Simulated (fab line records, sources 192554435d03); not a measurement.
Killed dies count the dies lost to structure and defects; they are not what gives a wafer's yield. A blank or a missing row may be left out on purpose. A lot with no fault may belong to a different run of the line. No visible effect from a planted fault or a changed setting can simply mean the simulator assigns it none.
Which tool did it? | flow n5-finfet | Sampling: 10 lots, 28 wafers, 6 of 1938 route steps

WHAT THE GAUGES SHOWED, per wafer
N5_BEOL_M15_CD_MEAS_10: target cd 360 nm.
lot  | measured     | on        | cd-nm (nm)
L179 | day 11 03:32 | cd-sem-02 | 361.3 359.7 359.0
L180 | day 11 05:32 | cd-sem-01 | 359.2 358.7 359.0
L181 | day 11 23:42 | cd-sem-02 | 358.6 359.3 358.0
L189 | day 13 16:33 | cd-sem-03 | 354.0 355.0 355.3
L190 | day 14 07:18 | cd-sem-02 | 352.7 352.8 353.5
L192 | day 14 07:42 | cd-sem-01 | 359.5 359.0 358.5
L193 | day 14 09:58 | cd-sem-03 | 359.5 357.1 360.2
L195 | day 15 08:40 | cd-sem-03 | 359.8 359.4
L197 | day 15 19:52 | cd-sem-03 | 358.2 359.3
L202 | day 17 02:46 | cd-sem-03 | 360.1 358.6 359.5

N5_BEOL_M15_INSPECT_12: inspects for defects (macro).
lot  | measured     | on                | raw-defect-count
L179 | day 11 03:35 | defect-inspect-01 | 1 4 3
L180 | day 11 05:36 | defect-inspect-02 | 3 0 4
L181 | day 11 23:46 | defect-inspect-01 | 3 2 3
L189 | day 13 16:37 | defect-inspect-02 | 0 2 3
L190 | day 14 07:22 | defect-inspect-01 | 2 0 2
L192 | day 14 07:45 | defect-inspect-02 | 1 2 3
L193 | day 14 10:01 | defect-inspect-01 | 2 1 1
L195 | day 15 08:44 | defect-inspect-01 | 0 3
L197 | day 15 19:55 | defect-inspect-01 | 4 1
L202 | day 17 02:49 | defect-inspect-01 | 2 2 2

N5_BEOL_M15_CD_MEAS_17: target cd 360 nm.
lot  | measured     | on        | cd-nm (nm)
L179 | day 11 04:07 | cd-sem-01 | 363.0 360.7 360.6
L180 | day 11 06:08 | cd-sem-03 | 360.4 359.5 360.1
L181 | day 12 00:17 | cd-sem-02 | 359.9 360.4 360.7
L189 | day 13 17:08 | cd-sem-03 | 354.8 355.3 355.6
L190 | day 14 07:53 | cd-sem-02 | 355.1 353.2 356.4
L192 | day 14 08:18 | cd-sem-02 | 360.9 359.6 359.5
L193 | day 14 10:33 | cd-sem-03 | 359.5 359.5 360.6
L195 | day 15 09:31 | cd-sem-03 | 359.3 360.9
L197 | day 15 20:28 | cd-sem-03 | 359.7 358.6
L202 | day 17 03:39 | cd-sem-03 | 359.1 360.0 357.9

WHAT TOOL EACH LOT RAN ON (gives the tool, then ch and the chambers of the sampled wafers, and finally the start)
lot  | N5_BEOL_M14_DEGAS_41         | N5_BEOL_M14_CMP_49            | N5_BEOL_M15_EXPOSE_07
L179 | pvd-sputter-02, day 11 01:38 | cmp-02 ch 0,1,2, day 11 02:29 | krf-scanner-02 ch 0, day 11 03:22
L180 | pvd-sputter-02, day 11 03:08 | cmp-03 ch 2,3, day 11 04:32   | krf-scanner-02 ch 0, day 11 05:22
L181 | pvd-sputter-02, day 11 21:33 | cmp-03 ch 1,2, day 11 22:42   | krf-scanner-02 ch 0, day 11 23:32
L189 | pvd-sputter-01, day 13 14:40 | cmp-03 ch 0,1,2, day 13 15:33 | krf-scanner-02 ch 0, day 13 16:23
L190 | pvd-sputter-02, day 14 05:10 | cmp-02 ch 1,2, day 14 06:16   | krf-scanner-02 ch 0, day 14 07:08
L192 | pvd-sputter-02, day 14 05:31 | cmp-01 ch 0,3, day 14 06:34   | krf-scanner-01 ch 0, day 14 07:32
L193 | pvd-sputter-02, day 14 08:04 | cmp-01 ch 0,1, day 14 08:55   | krf-scanner-01 ch 0, day 14 09:47
L195 | pvd-sputter-03, day 15 06:40 | cmp-02 ch 1,2, day 15 07:31   | krf-scanner-01 ch 0, day 15 08:31
L197 | pvd-sputter-03, day 15 17:29 | cmp-03 ch 0,2, day 15 18:35   | krf-scanner-01 ch 0, day 15 19:41
L202 | pvd-sputter-02, day 17 00:44 | cmp-02 ch 1,3, day 17 01:38   | krf-scanner-01 ch 0, day 17 02:37
- N5_BEOL_M14_DEGAS_41: time 60 s.
- N5_BEOL_M14_CMP_49: polishes, stops on SiO2, t overpolish 5.2 s, target thk 560 nm.
- N5_BEOL_M15_EXPOSE_07: exposes mask V14.

WHAT THE TOOLS THEMSELVES READ (means of the sampled wafers that have a number; where no wafer has one, the mark that the record gives instead)
N5_BEOL_M14_DEGAS_41.
lot  | tool           | heater-power-w (W)
L179 | pvd-sputter-02 | 463
L180 | pvd-sputter-02 | 467
L181 | pvd-sputter-02 | 464
L189 | pvd-sputter-01 | 457
L190 | pvd-sputter-02 | 442
L192 | pvd-sputter-02 | 452
L193 | pvd-sputter-02 | 464
L195 | pvd-sputter-03 | 388
L197 | pvd-sputter-03 | 402
L202 | pvd-sputter-02 | 452

N5_BEOL_M14_CMP_49.
lot  | tool   | barrier-field-endpoint-s (s) | clearing-platen-rpm (rpm) | motor-current-A (A) | overpolish-run-s (s) | platen-rpm (rpm) | time-to-endpoint-s (s)
L179 | cmp-02 | 11.4                         | 80.00                     | 8.6                 | 5.206                | 79.98            | 128
L180 | cmp-03 | 11.4                         | 80.02                     | 8.1                 | 5.208                | 79.96            | 123
L181 | cmp-03 | 11.2                         | 79.97                     | 8.4                 | 5.197                | 80.01            | 119
L189 | cmp-03 | 10.8                         | 80.03                     | 8.2                 | 5.202                | 80.03            | 116
L190 | cmp-02 | 12.0                         | 80.05                     | 8.8                 | 5.205                | 80.04            | 131
L192 | cmp-01 | 11.4                         | 80.00                     | 7.3                 | 5.199                | 80.01            | 122
L193 | cmp-01 | 11.3                         | 79.99                     | 7.0                 | 5.201                | 79.99            | 128
L195 | cmp-02 | 11.4                         | 80.00                     | 8.4                 | 5.199                | 80.04            | 124
L197 | cmp-03 | 10.9                         | 79.97                     | 8.1                 | 5.195                | 80.03            | 118
L202 | cmp-02 | 11.4                         | 80.06                     | 8.0                 | 5.202                | 79.96            | 124

N5_BEOL_M15_EXPOSE_07.
lot  | tool           | exposure-dose-mJ-cm2
L179 | krf-scanner-02 | 41.26
L180 | krf-scanner-02 | 41.18
L181 | krf-scanner-02 | 41.18
L189 | krf-scanner-02 | 39.58
L190 | krf-scanner-02 | 40.18
L192 | krf-scanner-01 | 41.16
L193 | krf-scanner-01 | 41.21
L195 | krf-scanner-01 | 41.21
L197 | krf-scanner-01 | 41.16
L202 | krf-scanner-01 | 41.21

THE ANSWER, worked out from the rows above alone
Rule: what is usual is taken from the lots themselves. Put in order of their means at a reading, lots are off if they are a third of the lots or fewer, leave a main group of 4 or more, and stand apart from it by a gap of 3 or more times the standard deviation of the main group's means; of several such gaps the widest counts. A main group is skipped when, at the precision printed for the reading in the tables above, its means are all equal. Also off: a lot with no number at a reading for which 4 or more lots have one. Any other lot the step has rows for is counted as sound. Order of review: gauges by route order, followed by the tools' own readings, for which a lot's mean as printed above is used. At the first step where some lot is off, the reading lying furthest off is the one used; lots without a number count as furthest.
Off: L189, L190, at N5_BEOL_M15_CD_MEAS_10 (cd-nm). Main group: mean 359.2 nm, sd 0.44.
If a tool, at a process step before that reading, ran all the lots that are off and no sound lot after the first of them, it fits. The gauges at N5_BEOL_M15_CD_MEAS_10 aren't tried: what is off there is off at N5_BEOL_M15_EXPOSE_07 too, on other tools, and a gauge's error can't cause that. One candidate fits, namely krf-scanner-02 at N5_BEOL_M15_EXPOSE_07. A fault onset in the window from L181 (day 11 23:32, its last sound lot) to L189 (day 13 16:23, its first lot off) fits.
The tool's own readings at N5_BEOL_M15_EXPOSE_07 bear it out: on the lots that are off they differ by more than 5 times the standard deviation of the sound lots' means. exposure-dose-mJ-cm2 reads 39.88 there against 41.20 on the sound lots.

WHAT THE SIMULATOR PUT IN
Drift in process parameters on krf-scanner-02 at N5_BEOL_M15_EXPOSE_07, starting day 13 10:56. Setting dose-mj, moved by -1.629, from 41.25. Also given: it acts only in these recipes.
Struck lots among those shown: L189, L190. This agrees with what the rule above found.
